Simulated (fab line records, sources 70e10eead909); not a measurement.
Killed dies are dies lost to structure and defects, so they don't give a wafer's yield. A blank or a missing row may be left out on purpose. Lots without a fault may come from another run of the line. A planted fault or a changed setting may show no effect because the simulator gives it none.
Chamber matching | flow nand_harc | NHARC_A_STAIRCASE_DEP_417 on pecvd-04: 3 sister chambers
The step deposits Si3N4, target thk 60 nm. 3 wafers are shown with their chamber, then 9 later ones without.

WAFERS WITH THEIR CHAMBER
wafer  | chamber | heater_power_outer_w (W)
L088.1 | 2       | 409
L088.2 | 1       | 421
L088.3 | 0       | 513

WAFERS WITHOUT THEIR CHAMBER
wafer  | heater_power_outer_w (W)
L090.1 | 443
L090.5 | 508
L090.6 | 388
L092.1 | 427
L092.2 | 426
L092.5 | 424
L095.3 | 461
L095.4 | 483
L095.5 | 424

WHICH CHAMBER EACH WENT THROUGH
wafer  | from the rows above          | in truth
L090.1 | can't be placed: 1 or 2      | 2
L090.5 | 0                            | 0
L090.6 | can't be placed: 2 or 1      | 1
L092.1 | can't be placed: 1 or 2      | 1
L092.2 | can't be placed: 1 or 2      | 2
L092.5 | can't be placed: 1 or 2      | 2
L095.3 | can't be placed: 1 or 0 or 2 | 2
L095.4 | can't be placed: 0 or 1      | 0
L095.5 | can't be placed: 1 or 2      | 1
Placed correctly: 1 of 9. Can't be placed from these rows: 8 (the true chamber is among the candidates in 8). Placed wrongly: 0.
How it was worked out, from the rows above alone: a wafer's distance from a chamber is the root of the sum, over the readings, of the square of ((its reading less the chamber's mean) divided by the reading's scatter). The wafer belongs to the nearest chamber; if the next one is less than 2 further off, it can't be placed. A chamber's mean is the mean of its shown wafers. The scatter: with one shown wafer a chamber, the root of the mean of the squares of how far each hidden wafer lies from its nearest shown one.
